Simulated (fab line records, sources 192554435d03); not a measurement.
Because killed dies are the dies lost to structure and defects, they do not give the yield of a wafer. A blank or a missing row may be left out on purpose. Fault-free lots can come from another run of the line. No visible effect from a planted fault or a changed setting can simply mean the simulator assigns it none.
3 desks looking at one fault / flow n5-finfet / each desk has only its own numbers; what lay behind them comes last

## THE DEFECT DESK
Lot by lot, what the route's inspections counted, given as the mean of those sampled wafers with a number. Any lot whose mean is over 4 standard deviations away from the usual mean is out of limits and marked OUT; that distance is given in the brackets.
Columns: A = raw-defect-count at N5_FIN_CUT_INSPECT_10, usual 39
lot=L864; first seen here=day 3 04:43; A=35
lot=L870; first seen here=day 4 17:12; A=33
lot=L875; first seen here=day 5 21:28; A=44
lot=L880; first seen here=day 7 03:26; A=36
lot=L882; first seen here=day 7 18:01; A=36
lot=L883; first seen here=day 8 00:14; A=46
Result from this desk: across the 6 lots, nothing is out of limits.

## THE TOOL OWNER'S DESK: rie-si-03
The tool's own readings at N5_FIN_CUT_CUT_ETCH_15 (etches Si in HBr/Cl2/O2, target depth 100 nm, bt time 10 s, time 42.4 s): means of the sampled wafers that have a number, for each lot that ran on this tool. Any lot whose mean is over 4 standard deviations away from the usual mean is out of limits and marked OUT; that distance is given in the brackets.
Columns: A = drypump-motor-current-A at N5_FIN_CUT_CUT_ETCH_15, usual 5.7 A; B = oes-product-au at N5_FIN_CUT_CUT_ETCH_15, usual 0.994 a.u.; C = throttle-valve-pct at N5_FIN_CUT_CUT_ETCH_15, usual 37.0 %
lot=L864; first seen here=day 3 05:29; A=5.3; B=0.988; C=36.9
lot=L870; first seen here=day 4 18:03; A=5.6; B=1.006; C=37.2
lot=L875; first seen here=day 5 22:08; A=5.6; B=1.006; C=37.0
lot=L880; first seen here=day 7 04:06; A=5.2; B=0.980; C=36.8
Result from this desk: across the 4 lots, nothing is out of limits.

## AT THE METROLOGY DESK
Lot by lot, what the gauges showed, no matter which tool ran the lot: averages of those sampled wafers that carry a number. Any lot whose mean is over 4 standard deviations away from the usual mean is out of limits and marked OUT; that distance is given in the brackets. Only the readings that lie furthest out on some lot appear, 7 of the 11 it has.
Columns: A = FIN_CUT_OVL at N5_FIN_CUT_OVL_MEAS_09, usual 0.0 nm; B = DIBL_N at N5_BEOL_M4_RC_MEAS_101, usual 35.7 mV/V; C = DIBL_P at N5_BEOL_M4_RC_MEAS_101, usual 35.4 mV/V; D = IOFF_N at N5_BEOL_M4_RC_MEAS_101, usual 0.152 nA/um; E = ION_N at N5_BEOL_M4_RC_MEAS_101, usual 672 uA/um; F = SS_N at N5_BEOL_M4_RC_MEAS_101, usual 71.4 mV/dec; G = VT_N at N5_BEOL_M4_RC_MEAS_101, usual 251 mV
lot=L864; first seen here=day 3 04:39; A=1.1; B=36.2; C=37.2; D=0.178; E=683; F=71.4; G=250
lot=L870; first seen here=day 4 17:08; A=-0.2; B=35.5; C=35.7; D=0.142; E=671; F=71.5; G=252
lot=L875; first seen here=day 5 21:25; A=-0.1; B=36.6; C=35.5; D=0.161; E=677; F=71.9; G=249
lot=L880; first seen here=day 7 03:23; A=-0.6; B=35.2; C=35.1; D=0.137; E=664; F=71.7; G=250
lot=L882; first seen here=day 7 17:58; A=0.1; B=36.2; C=36.5; D=0.148; E=675; F=71.0; G=251
lot=L883; first seen here=day 8 00:11; A=0.0; B=32.8; C=31.6; D=0.101; E=660; F=70.5; G=257
Result from this desk: across the 6 lots, nothing is out of limits.

## PUT TOGETHER
No out-of-limits result turned up at the defect desk.
The desk of the tool owner found nothing out of limits.
From the metrology desk's view, nothing was out of limits.

## WHAT THE SIMULATOR PUT IN
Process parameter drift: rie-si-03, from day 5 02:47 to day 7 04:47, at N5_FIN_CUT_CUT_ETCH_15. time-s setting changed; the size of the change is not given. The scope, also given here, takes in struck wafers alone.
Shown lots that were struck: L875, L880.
